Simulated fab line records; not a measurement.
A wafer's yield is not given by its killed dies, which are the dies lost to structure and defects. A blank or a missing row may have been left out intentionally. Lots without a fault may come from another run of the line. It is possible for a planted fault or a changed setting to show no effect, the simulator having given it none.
Split-lot trial    flow n5_finfet    39 wafers read across 7 lots, on a route 1938 steps long

== THE SPLIT ==
At N5_BEOL_M11_TRENCH_ETCH_37 (etches SiCOH lowk in C4F6/O2, target depth 148.83 nm, time 48 s), the setting target_depth_a was moved away from the recipe's 1488.3 angstrom on 18 of the 39 wafers read, by -38.8% to +37.9%. This setting was run at the recipe's value on the other wafers.

== FROM THE SPLIT TO THE READING: what the file shows between them, 11 steps ==
- N5_BEOL_M11_ETCH_41: etches SiCN in CH3F/O2, target depth 42.6 nm, time 86 s
- N5_BEOL_M11_STRIP_77: strips in N2/H2, time 10 s
- N5_BEOL_M11_OCD_MEAS_38
- N5_BEOL_M11_HM_STRIP_39: strips TiN in peroxide tin strip, target depth 25 nm, time 158 s
- N5_BEOL_M11_SRD_40: time 30 s
- N5_BEOL_M11_ECD_50: material Cu, target thk 318 nm
- N5_BEOL_M11_ANNEAL_51: time 90 s
- N5_BEOL_M11_CMP_52: polishes, stops on SiCOH lowk, t overpolish 7 s, target thk 140 nm
- N5_BEOL_M11_THK_MEAS_53: measures by xrf
- N5_BEOL_M11_PRE_CLEAN_55: time 15 s
- N5_BEOL_M11_DEP_56: deposits SiCN from 3MS/NH3, target thk 30 nm, time 10.5 s

== THE READING ==
Measured at N5_BEOL_M11_RS_MEAS_57 by four-point probe: M11_RS, in ohm/sq. A value of 0.152 ohm/sq with a standard deviation of 0.0035 ohm/sq is what fault-free wafers of this fab line usually give.

wafer   tool, chamber at the split  target_depth_a as run, angstrom  against the recipe  M11_RS, ohm/sq  against lot-mates on the recipe
L074.1  rie_diel-06, 3              1488.3                           recipe              0.154           -
L074.2  rie_diel-06, 2              1488.3                           recipe              0.150           -
L074.3  rie_diel-06, 1              2003                             +34.6%              0.104           -0.048
L074.4  rie_diel-06, 0              1488.3                           recipe              0.152           -
L074.5  rie_diel-06, 3              2003                             +34.6%              0.109           -0.043
L074.6  rie_diel-06, 0              2003                             +34.6%              0.106           -0.046
L079.1  rie_diel-06, 1              916                              -38.5%              0.270           +0.115
L079.2  rie_diel-06, 2              1488.3                           recipe              0.155           -
L079.3  rie_diel-06, 0              916                              -38.5%              0.277           +0.122
L079.4  rie_diel-06, 3              1488.3                           recipe              0.157           -
L079.5  rie_diel-06, 1              916                              -38.5%              0.267           +0.112
L079.6  rie_diel-06, 0              1488.3                           recipe              0.152           -
L080.1  rie_diel-03, 2              1488.3                           recipe              0.149           -
L080.2  rie_diel-03, 3              2053                             +37.9%              0.107           -0.042
L080.3  rie_diel-03, 0              1488.3                           recipe              0.148           -
L080.4  rie_diel-03, 1              2053                             +37.9%              0.102           -0.047
L080.5  rie_diel-03, 0              1488.3                           recipe              0.150           -
L080.6  rie_diel-03, 1              2053                             +37.9%              0.101           -0.048
L089.1  rie_diel-06, 2              1488.3                           recipe              0.151           -
L089.2  rie_diel-06, 3              1488.3                           recipe              0.159           -
L089.3  rie_diel-06, 0              911.5                            -38.8%              0.277           +0.123
L089.4  rie_diel-06, 0              1488.3                           recipe              0.151           -
L089.5  rie_diel-06, 2              911.5                            -38.8%              0.276           +0.122
L089.6  rie_diel-06, 3              911.5                            -38.8%              0.288           +0.134
L093.1  rie_diel-06, 0              1231                             -17.3%              0.188           +0.037
L093.2  rie_diel-06, 2              1488.3                           recipe              0.154           -
L093.3  rie_diel-06, 3              1488.3                           recipe              0.155           -
L093.4  rie_diel-06, 1              1488.3                           recipe              0.145           -
L093.5  rie_diel-06, 3              1231                             -17.3%              0.194           +0.043
L093.6  rie_diel-06, 0              1231                             -17.3%              0.188           +0.037
L096.1  rie_diel-06, 1              1113                             -25.2%              0.209           +0.055
L096.2  rie_diel-06, 2              1488.3                           recipe              0.154           -
L096.3  rie_diel-06, 3              1488.3                           recipe              0.157           -
L096.4  rie_diel-06, 0              1488.3                           recipe              0.151           -
L096.5  rie_diel-06, 2              1113                             -25.2%              0.216           +0.062
L096.6  rie_diel-06, 1              1113                             -25.2%              0.208           +0.054
L097.1  rie_diel-06, 2              1488.3                           recipe              0.152           -
L097.5  rie_diel-06, 1              1488.3                           recipe              0.146           -
L097.6  rie_diel-06, 2              1488.3                           recipe              0.154           -

FIT RESULTS
A straight line over all 39 wafers: M11_RS changes by -0.00223 ohm/sq for each +1% of target_depth_a; r = -0.95; the points scatter about the line by 0.017 ohm/sq.
The same after taking each lot's own level away (the mean of its wafers on the recipe; 39 wafers): -0.00218 ohm/sq for each +1%; r = -0.94; scatter 0.017 ohm/sq.
According to that fit, moving target_depth_a by its largest amount changes the reading by 0.085 ohm/sq.
The span of the lots' own levels, 0.1490 to 0.1547 ohm/sq, comes to 1.6 times the standard deviation stated above.
Hence the lot-to-lot level has little effect on the slope; both slopes agree.
Check: for one of the wafers moved furthest among these (-38.8%), held out of the fit, the line's prediction against its lot-mates is +0.0929 ohm/sq. Against them it came out at +0.123 ohm/sq.

== THE WHOLE CHAIN: every reading that the file lists as answering this split, in the file's order ==
step                        what it does                                                        reading                                                                            change (the file's fit)                 r (the file's)
N5_BEOL_M11_TRENCH_ETCH_37  etches SiCOH lowk in C4F6/O2, target depth 148.83 nm, time 48 s     etch.depth_nm (the simulator's own value, which no gauge read)                     +1.46 nm for each +1% of the setting    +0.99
N5_BEOL_M11_TRENCH_ETCH_37  etches SiCOH lowk in C4F6/O2, target depth 148.83 nm, time 48 s     BEOL_M11.feature_depth_nm (the simulator's own value, which no gauge read)         +1.46 nm for each +1% of the setting    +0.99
N5_BEOL_M11_TRENCH_ETCH_37  etches SiCOH lowk in C4F6/O2, target depth 148.83 nm, time 48 s     TiN_of_BEOL_M11_HM_DEP_02.thk_nm (the simulator's own value, which no gauge read)  -0.0396 nm for each +1% of the setting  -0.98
N5_BEOL_M11_OCD_MEAS_38                                                                         trench_depth_nm                                                                    +1.46 nm for each +1% of the setting    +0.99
N5_BEOL_M11_CMP_52          polishes, stops on SiCOH lowk, t overpolish 7 s, target thk 140 nm  Cu_of_BEOL_M11_ECD_50.thk_nm (the simulator's own value, which no gauge read)      +1.46 nm for each +1% of the setting    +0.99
N5_BEOL_M11_THK_MEAS_53     measures by xrf                                                     M11_THK                                                                            +1.45 for each +1% of the setting       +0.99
N5_BEOL_M11_RS_MEAS_57      measures by four-point-probe                                        M11_RS                                                                             -0.00226 for each +1% of the setting    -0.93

== FILE'S OWN FIT ==
M11_RS changes by -0.00226 ohm/sq for each +1% of target_depth_a, r = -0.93.
